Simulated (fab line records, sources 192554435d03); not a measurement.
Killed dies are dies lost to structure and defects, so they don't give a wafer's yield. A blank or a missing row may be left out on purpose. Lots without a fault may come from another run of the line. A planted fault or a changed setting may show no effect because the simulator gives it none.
fab line records | flow n5_finfet
record lots=7 wafers=39
route steps=1938 shown DUMMY_GATE@228 SD_ACTIVATION@331 MOL_CONTACT_COAG@624
start_h: hours from the record's first day to the start of the lot's first wafer shown | wait_h: hours since the lot's step before | " the same as in the row above | L1.1+2: a row that stands for several wafers | - no value, or no start given | * or withheld: withheld | < > ~ a bound
route shown NAME@n: a module of which the file shows steps, and the number in the route of the first | usual: mean/standard deviation of fault-free wafers | same: alike in all rows | chamber/n: place in a boat | sites: the reading at each site | _std_site: their standard deviation | _edge_site: outer sites' mean less inner sites' | radius_mm: how far each site lies from the wafer's centre | mask NAME#n: copy n | behind: the tool/chamber that last shaped the wafer | hold: why the lot was held/for how many hours/how that ended | device: the transistor (n, p or np) that didn't switch | end of line: the same wafers' tests at the end of the route | a step without rows: its recipe alone | killed: dies lost to structure and defects at the first sort, not the wafer's yield | map: a wafer's dies, x killed, . not, _ none there
set.NAME: the setting as run; set.NAME@STEP: as run at that earlier step | model.NAME: the simulator's own value behind a step, which no gauge read
lots whose settings were changed on purpose; a table a step, a row a wafer
## steps
# step N5_DUMMY_GATE_EXPOSE_12
# recipe mask_id=GATE na=0.33 source_shape=annular sigma_inner=0.2 sigma_outer=0.6 polarization=unpolarized target_cd_nm=25 dose_mj=34
# columns lot.wafer tool chamber start_h wait_h mask set.dose_mj
L074.1+4+6 euv_scanner-02 0 44.76 - GATE#0 34
L074.2+3+5 " 0 " " GATE#0 36.27
L083.1+5+6 euv_scanner-01 0 102.89 - GATE#0 34
L083.2+3+4 " 0 " " GATE#0 35.11
L086.1+2+3 euv_scanner-02 0 121.80 - GATE#0 34
L086.4+5+6 " 0 " " GATE#0 33.18
L089.1+2+5 euv_scanner-02 0 138.64 - GATE#0 34.97
L089.3+4+6 " 0 " " GATE#0 34
L091.1+4+5 euv_scanner-02 0 148.92 - GATE#0 34
L091.2+3+6 " 0 " " GATE#0 32.15
L093.1+4+6 euv_scanner-01 0 161.26 - GATE#0 34
L093.2+3+5 " 0 " " GATE#0 36.63
L095.1+3+4 euv_scanner-02 0 172.07 - GATE#0 34
# step N5_DUMMY_GATE_PEB_13
# recipe peb_temp_c=100 peb_time_s=60 resist=CAR-EUV
# step N5_DUMMY_GATE_DEVELOP_14
# recipe develop_time_s=30 developer=TMAH resist=CAR-EUV rinse_liquid=surfactant_rinse dry=air_spin dev_temp_c=23
# step N5_DUMMY_GATE_CD_MEAS_15
# recipe target_cd_nm=25.8 landing_energy_ev=500 detector=se_inlens
# usual cd_nm=24.99/0.26
# columns lot.wafer tool chamber start_h wait_h set.dose_mj@DUMMY_GATE_EXPOSE_12 cd_nm
L074.1 cd_sem-02 0 44.88 - 34 24.98
L074.2 " 0 " " 36.27 23.33
L074.3 " 0 " " 36.27 23.55
L074.4 " 0 " " 34 25.23
L074.5 " 0 " " 36.27 23.45
L074.6 " 0 " " 34 24.24
L083.1 cd_sem-03 0 103.02 - 34 25.21
L083.2 " 0 " " 35.11 25.30
L083.3 " 0 " " 35.11 24.78
L083.4 " 0 " " 35.11 24.42
L083.5 " 0 " " 34 25.56
L083.6 " 0 " " 34 24.98
L086.1 cd_sem-03 0 121.93 - 34 24.78
L086.2 " 0 " " 34 24.93
L086.3 " 0 " " 34 25.16
L086.4 " 0 " " 33.18 24.94
L086.5 " 0 " " 33.18 25.37
L086.6 " 0 " " 33.18 25.52
L089.1 cd_sem-03 0 138.77 - 34.97 24.43
L089.2 " 0 " " 34.97 24.34
L089.3 " 0 " " 34 25.27
L089.4 " 0 " " 34 24.79
L089.5 " 0 " " 34.97 24.42
L089.6 " 0 " " 34 25.63
L091.1 cd_sem-01 0 149.05 - 34 24.98
L091.2 " 0 " " 32.15 26.05
L091.3 " 0 " " 32.15 26.18
L091.4 " 0 " " 34 25.05
L091.5 " 0 " " 34 24.90
L091.6 " 0 " " 32.15 25.89
L093.1 cd_sem-03 0 161.38 - 34 25.56
L093.2 " 0 " " 36.63 24.10
L093.3 " 0 " " 36.63 23.63
L093.4 " 0 " " 34 25.08
L093.5 " 0 " " 36.63 23.94
L093.6 " 0 " " 34 24.99
L095.1 cd_sem-02 0 172.20 - 34 24.32
L095.3 " 0 " " 34 24.95
L095.4 " 0 " " 34 25.02
# step N5_DUMMY_GATE_ETCH_32
# recipe chemistry=CF4 target=SiO2 target_depth_a=35 time_s=3.9 ion_energy_ev=350 pressure_mtorr=10 icp_w=800 bias_w=400 cf4_flow_sccm=80
# columns lot.wafer tool chamber start_h wait_h set.time_s model.etch.depth_nm
L074.1 rie_si-03 0 45.96 0.1 4.247 3.686
L074.2 " 1 " " 4.247 4.012
L074.3 " 3 " " 3.9 3.26
L074.4 " 2 " " 3.9 3.608
L074.5 " 1 " " 4.247 4.011
L074.6 " 2 " " 3.9 3.55
L083.1 rie_si-02 3 104.18 0.1 4.602 4.138
L083.2 " 1 " " 4.602 4.133
L083.3 " 2 " " 3.9 3.337
L083.4 " 0 " " 4.602 4.238
L083.5 " 0 " " 3.9 3.601
L083.6 " 3 " " 3.9 3.468
L086.1 rie_si-02 1 122.73 0.1 3.9 3.539
L086.2 " 2 " " 3.599 3.078
L086.3 " 3 " " 3.599 3.232
L086.4 " 3 " " 3.599 3.247
L086.5 " 2 " " 3.9 3.315
L086.6 " 1 " " 3.9 3.545
L089.1 rie_si-03 0 139.57 0.1 4.184 3.671
L089.2 " 2 " " 3.9 3.508
L089.3 " 1 " " 4.184 3.892
L089.4 " 3 " " 3.9 3.257
L089.5 " 0 " " 3.9 3.408
L089.6 " 1 " " 4.184 3.895
L091.1 rie_si-04 2 149.85 0.1 3.9 3.55
L091.2 " 0 " " 3.335 3.002
L091.3 " 3 " " 3.9 3.638
L091.4 " 1 " " 3.9 3.241
L091.5 " 1 " " 3.335 2.772
L091.6 " 0 " " 3.335 3.019
L093.1 rie_si-03 0 162.21 0.1 3.9 3.387
L093.2 " 1 " " 3.9 3.638
L093.3 " 2 " " 3.9 3.591
L093.4 " 3 " " 4.634 3.906
L093.5 " 2 " " 4.634 4.231
L093.6 " 1 " " 4.634 4.304
L095.1 rie_si-03 0 173.23 0.1 3.9 3.41
L095.3 " 1 " " 3.9 3.607
L095.4 " 3 " " 3.9 3.231
# step N5_DUMMY_GATE_ETCH_42
# recipe chemistry=CHF3/O2 target=SiO2 target_depth_a=35 time_s=31 ion_energy_ev=30 bias_w=12 pressure_mtorr=30 source_w=600 Ar_flow_sccm=200 CHF3_flow_sccm=50 O2_flow_sccm=5
# usual rf_vpp_V=42.4/1.2
# columns lot.wafer tool chamber start_h wait_h set.bias_w rf_vpp_V
L074.1 rie_diel-06 0 46.21 0.0 12 41.3
L074.2 " 2 " " 14.29 48.4
L074.3 " 3 " " 12 42.3
L074.4 " 1 " " 14.29 49.9
L074.5 " 0 " " 14.29 46.8
L074.6 " 3 " " 12 43.4
L083.1 rie_diel-03 2 104.43 0.0 14.13 49.0
L083.2 " 3 " " 12 42.1
L083.3 " 0 " " 14.13 49.4
L083.4 " 0 " " 12 43.7
L083.5 " 2 " " 12 43.2
L083.6 " 3 " " 14.13 46.6
L086.1 rie_diel-06 0 123.06 0.1 12 40.5
L086.2 " 2 " " 12 42.4
L086.3 " 1 " " 12 45.1
L086.4 " 1 " " 12 43.9
L086.5 " 2 " " 12 43.2
L086.6 " 0 " " 12 42.3
L089.1 rie_diel-04 3 139.82 0.0 10.9 38.1
L089.2 " 1 " " 12 43.1
L089.3 " 2 " " 12 41.7
L089.4 " 0 " " 10.9 39.5
L089.5 " 1 " " 12 41.5
L089.6 " 2 " " 10.9 39.6
L091.1 rie_diel-03 1 150.10 0.0 12 44.2
L091.2 " 2 " " 11 39.7
L091.3 " 0 " " 11 40.7
L091.4 " 3 " " 11 40.6
L091.5 " 1 " " 12 44.9
L091.6 " 2 " " 12 43.6
L093.1 rie_diel-04 1 162.47 0.0 12 43.3
L093.2 " 2 " " 12 40.9
L093.3 " 3 " " 12 41.4
L093.4 " 0 " " 12 40.8
L093.5 " 2 " " 12 41.2
L093.6 " 1 " " 12 41.8
L095.1 rie_diel-03 0 173.48 0.0 12 43.4
L095.3 " 1 " " 12 44.7
L095.4 " 3 " " 12 42.1
# step N5_SD_ACTIVATION_LSA_01
# recipe temp_c=1080 time_s=0.0008 ambient=N2
# usual wafer_temp_C_max=1086.6/2
# columns lot.wafer tool chamber start_h wait_h set.temp_c wafer_temp_C_max
L074.1 laser_anneal-02 0 57.16 0.2 1080 1085.1
L074.2 " 0 " " 1072 1077.3
L074.3 " 0 " " 1072 1076.0
L074.4 " 0 " " 1080 1087.4
L074.5 " 0 " " 1080 1087.0
L074.6 " 0 " " 1072 1075.6
L083.1 laser_anneal-02 0 114.86 0.2 1070 1074.5
L083.2 " 0 " " 1070 1075.5
L083.3 " 0 " " 1080 1085.8
L083.4 " 0 " " 1080 1085.4
L083.5 " 0 " " 1070 1073.6
L083.6 " 0 " " 1080 1085.5
L086.1 laser_anneal-01 0 133.10 0.2 1080 1089.3
L086.2 " 0 " " 1080 1088.4
L086.3 " 0 " " 1097 1110.4
L086.4 " 0 " " 1097 1105.7
L086.5 " 0 " " 1080 1090.0
L086.6 " 0 " " 1097 1103.5
L089.1 laser_anneal-02 0 151.30 0.2 1069 1073.3
L089.2 " 0 " " 1080 1086.6
L089.3 " 0 " " 1069 1073.0
L089.4 " 0 " " 1069 1072.1
L089.5 " 0 " " 1080 1085.8
L089.6 " 0 " " 1080 1085.7
L091.1 laser_anneal-02 0 160.68 0.2 1091 1096.7
L091.2 " 0 " " 1080 1084.5
L091.3 " 0 " " 1091 1095.6
L091.4 " 0 " " 1080 1086.0
L091.5 " 0 " " 1091 1095.8
L091.6 " 0 " " 1080 1085.2
L093.1 laser_anneal-02 0 174.08 0.2 1080 1084.8
L093.2 " 0 " " 1068 1072.5
L093.3 " 0 " " 1068 1074.1
L093.4 " 0 " " 1080 1085.3
L093.5 " 0 " " 1080 1084.0
L093.6 " 0 " " 1068 1073.0
L095.1 laser_anneal-02 0 187.16 0.2 1080 1084.8
L095.3 " 0 " " 1080 1084.6
L095.4 " 0 " " 1080 1086.1
# step N5_SD_ACTIVATION_RS_MEAS_03
# recipe thk_meas_gauge=four-point-probe
# usual RS_SD_N=21.85/0.28 RS_SD_P=56.2/0.86
# columns lot.wafer tool chamber start_h wait_h set.temp_c@SD_ACTIVATION_LSA_01 RS_SD_N[ohm/sq] RS_SD_P[ohm/sq]
L074.1 film_metro-01 - 57.36 0.2 1080 21.90 56.2
L074.2 " - " " 1072 22.65 56.4
L074.3 " - " " 1072 22.86 56.5
L074.4 " - " " 1080 21.52 56.1
L074.5 " - " " 1080 21.87 56.8
L074.6 " - " " 1072 22.72 55.9
L083.1 film_metro-01 - 115.07 0.2 1070 22.75 56.1
L083.2 " - " " 1070 22.76 55.5
L083.3 " - " " 1080 21.88 55.6
L083.4 " - " " 1080 21.89 56.0
L083.5 " - " " 1070 23.02 56.5
L083.6 " - " " 1080 21.66 55.5
L086.1 film_metro-02 - 133.30 0.2 1080 22.38 57.1
L086.2 " - " " 1080 22.00 57.0
L086.3 " - " " 1097 20.44 56.0
L086.4 " - " " 1097 20.16 56.6
L086.5 " - " " 1080 22.17 57.3
L086.6 " - " " 1097 20.66 56.4
L089.1 film_metro-01 - 151.50 0.2 1069 23.75 55.1
L089.2 " - " " 1080 22.09 54.7
L089.3 " - " " 1069 23.24 55.6
L089.4 " - " " 1069 23.11 55.2
L089.5 " - " " 1080 22.02 54.9
L089.6 " - " " 1080 21.85 55.2
L091.1 film_metro-01 - 160.88 0.2 1091 20.69 55.9
L091.2 " - " " 1080 21.52 55.4
L091.3 " - " " 1091 20.40 55.5
L091.4 " - " " 1080 21.74 56.1
L091.5 " - " " 1091 20.65 55.8
L091.6 " - " " 1080 21.45 55.3
L093.1 film_metro-01 - 174.28 0.2 1080 21.75 56.8
L093.2 " - " " 1068 23.33 56.5
L093.3 " - " " 1068 23.62 58.0
L093.4 " - " " 1080 21.76 57.6
L093.5 " - " " 1080 22.00 57.0
L093.6 " - " " 1068 23.27 56.8
L095.1 film_metro-02 - 187.37 0.2 1080 22.18 56.1
L095.3 " - " " 1080 22.08 55.8
L095.4 " - " " 1080 21.96 56.0
# step N5_MOL_CONTACT_COAG_CVD_140
# recipe material=W target_thk_a=665 mode=selective_fill temp_c=300 time_s=215
# columns lot.wafer tool chamber start_h wait_h set.target_thk_a model.W_of_MOL_CONTACT_COAG_CVD_140.thk_nm
L074.1 cvd_w-02 1 101.28 0.1 665 66.4
L074.2 " 0 " " 665 68.6
L074.3 " 0 " " 665 67.8
L074.4+5 " 1 " " 665 66.8
L074.6 " 0 " " 665 68.2
L083.1 cvd_w-02 0 160.04 0.1 665 67.2
L083.2 " 1 " " 600 59.2
L083.3 " 0 " " 600 61.4
L083.4 " 1 " " 665 66.6
L083.5 " 0 " " 600 61.6
L083.6 " 1 " " 665 67
L086.1 cvd_w-02 0 179.44 0.1 665 68.2
L086.2 " 1 " " 665 66.2
L086.3 " 0 " " 759.7 77.4
L086.4 " 1 " " 665 67.2
L086.5 " 0 " " 759.7 77.8
L086.6 " 1 " " 759.7 75.8
L089.1 cvd_w-02 1 194.81 0.1 728.6 72
L089.2 " 0 " " 665 67.6
L089.3 " 0 " " 665 67
L089.4 " 1 " " 665 65.4
L089.5 " 1 " " 728.6 72.2
L089.6 " 0 " " 728.6 73.4
L091.1 cvd_w-01 0 202.73 0.1 665 64.8
L091.2+3 " 1 " " 665 66.4
L091.4 " 0 " " 665 63.4
L091.5 " 0 " " 665 64.2
L091.6 " 1 " " 665 66.2
L093.1+6 cvd_w-01 1 219.62 0.1 665 65.8
L093.2 " 0 " " 665 64.4
L093.3 " 1 " " 665 66.2
L093.4+5 " 0 " " 665 65.2
L095.1 cvd_w-01 0 228.24 0.1 665 64.8
L095.3 " 0 " " 665 65.6
L095.4 " 1 " " 665 66.6
## key
split step=N5_DUMMY_GATE_EXPOSE_12 setting=dose_mj stated=34 by=wafer
response step=N5_DUMMY_GATE_CD_MEAS_15 reading=cd_nm change=-0.187 per=1% r=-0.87
split step=N5_DUMMY_GATE_ETCH_32 setting=time_s stated=3.9 by=wafer
response step=N5_DUMMY_GATE_ETCH_32 reading=model.etch.depth_nm change=+0.038 per=1% r=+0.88
split step=N5_DUMMY_GATE_ETCH_42 setting=bias_w stated=12 by=wafer
response step=N5_DUMMY_GATE_ETCH_42 reading=rf_vpp_V change=+0.324 per=1% r=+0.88
split step=N5_SD_ACTIVATION_LSA_01 setting=temp_c stated=1080 by=wafer
response step=N5_SD_ACTIVATION_LSA_01 reading=wafer_temp_C_max change=* per=1% r=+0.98
response step=N5_SD_ACTIVATION_RS_MEAS_03 reading=RS_SD_N change=-1.2 per=1% r=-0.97
split step=N5_MOL_CONTACT_COAG_CVD_140 setting=target_thk_a stated=665 by=wafer
response step=N5_MOL_CONTACT_COAG_CVD_140 reading=model.W_of_MOL_CONTACT_COAG_CVD_140.thk_nm change=+0.657 per=1% r=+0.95
